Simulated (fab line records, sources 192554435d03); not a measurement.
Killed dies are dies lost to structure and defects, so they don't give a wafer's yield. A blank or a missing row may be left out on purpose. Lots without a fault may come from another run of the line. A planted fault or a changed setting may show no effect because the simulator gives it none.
Chamber matching | flow n5_finfet | N5_PMOS_HMC_CHANNEL_EPI_FIN_RECESS_16 on rie_si-06: 4 sister chambers
The step chemistry HBr/Cl2, target Si, target depth 54 nm, time 18 s. 24 wafers are shown with their chamber, then 12 later ones without.

WAFERS WITH THEIR CHAMBER
wafer  | chamber | drypump_motor_current_A (A) | throttle_valve_pct (%) | oes_product_au (a.u.)
L075.1 | 2       | 5.1                         | 35.28                  | 1.031
L075.4 | 0       | 6.5                         | 35.83                  | 0.996
L075.6 | 3       | 5.4                         | 35.73                  | 0.999
L077.2 | 2       | 5.1                         | 35.29                  | 1.019
L077.4 | 3       | 5.4                         | 35.75                  | 0.992
L077.5 | 2       | 5.1                         | 35.28                  | 1.019
L078.1 | 3       | 5.4                         | 35.75                  | 0.997
L078.3 | 1       | 6.0                         | 35.75                  | 1.013
L078.4 | 2       | 5.1                         | 35.27                  | 1.030
L079.1 | 0       | 6.4                         | 35.83                  | 0.968
L079.3 | 1       | 6.0                         | 35.77                  | 1.013
L079.4 | 2       | 5.1                         | 35.29                  | 1.011
L082.4 | 0       | 6.5                         | 35.81                  | 0.988
L082.5 | 3       | 5.4                         | 35.73                  | 1.007
L082.6 | 2       | 5.1                         | 35.29                  | 1.023
L083.4 | 0       | 6.5                         | 35.81                  | 0.979
L083.5 | 0       | 6.5                         | 35.84                  | 0.981
L083.6 | 1       | 6.0                         | 35.76                  | 1.002
L084.3 | 2       | 5.1                         | 35.27                  | 1.016
L084.4 | 0       | 6.5                         | 35.80                  | 0.985
L084.5 | 3       | 5.4                         | 35.74                  | 0.993
L086.1 | 3       | 5.4                         | 35.76                  | 0.994
L086.3 | 2       | 5.1                         | 35.29                  | 1.016
L086.5 | 2       | 5.1                         | 35.29                  | 1.023

SIGNATURES (means of the wafers above)
reading                 | chamber 0 | chamber 1 | chamber 2 | chamber 3 | scatter within a chamber
drypump_motor_current_A | 6.483     | 6.000     | 5.100     | 5.400     | 0.0204
throttle_valve_pct      | 35.8200   | 35.7600   | 35.2833   | 35.7433   | 0.0117
oes_product_au          | 0.98283   | 1.00933   | 1.02089   | 0.99700   | 0.00716
Rule: a wafer's distance from a chamber is the root of the sum, over the readings, of the square of ((its reading less the chamber's mean) divided by the reading's scatter). The wafer belongs to the nearest chamber; if the next one is less than 2 further off, it can't be placed. The scatter: the root of (the sum of the squares of (reading less its chamber's mean) over the shown wafers, divided by (wafers less chambers)).

WAFERS WITHOUT THEIR CHAMBER
wafer  | drypump_motor_current_A (A) | throttle_valve_pct (%) | oes_product_au (a.u.)
L088.2 | 6.0                         | 35.76                  | 1.018
L088.4 | 5.4                         | 35.72                  | 0.998
L088.5 | 5.1                         | 35.30                  | 1.017
L089.4 | 6.5                         | 35.75                  | 1.014
L089.5 | 5.4                         | 35.72                  | 1.004
L089.6 | 6.5                         | 35.75                  | 1.008
L093.2 | 6.5                         | 35.76                  | 1.009
L093.3 | 5.1                         | 35.29                  | 1.014
L093.5 | 5.1                         | 35.28                  | 1.023
L094.1 | 5.1                         | 35.30                  | 1.029
L094.5 | 5.1                         | 35.28                  | 1.018
L094.6 | 5.4                         | 35.74                  | 0.998

WHICH CHAMBER EACH WENT THROUGH
wafer  | from the rows above | in truth
L088.2 | 1                   | 1
L088.4 | 3                   | 3
L088.5 | 2                   | 2
L089.4 | 0                   | 0
L089.5 | 3                   | 3
L089.6 | 0                   | 0
L093.2 | 0                   | 0
L093.3 | 2                   | 2
L093.5 | 2                   | 2
L094.1 | 2                   | 2
L094.5 | 2                   | 2
L094.6 | 3                   | 3
Placed correctly: 12 of 12. Can't be placed from these rows: 0. Placed wrongly: 0.
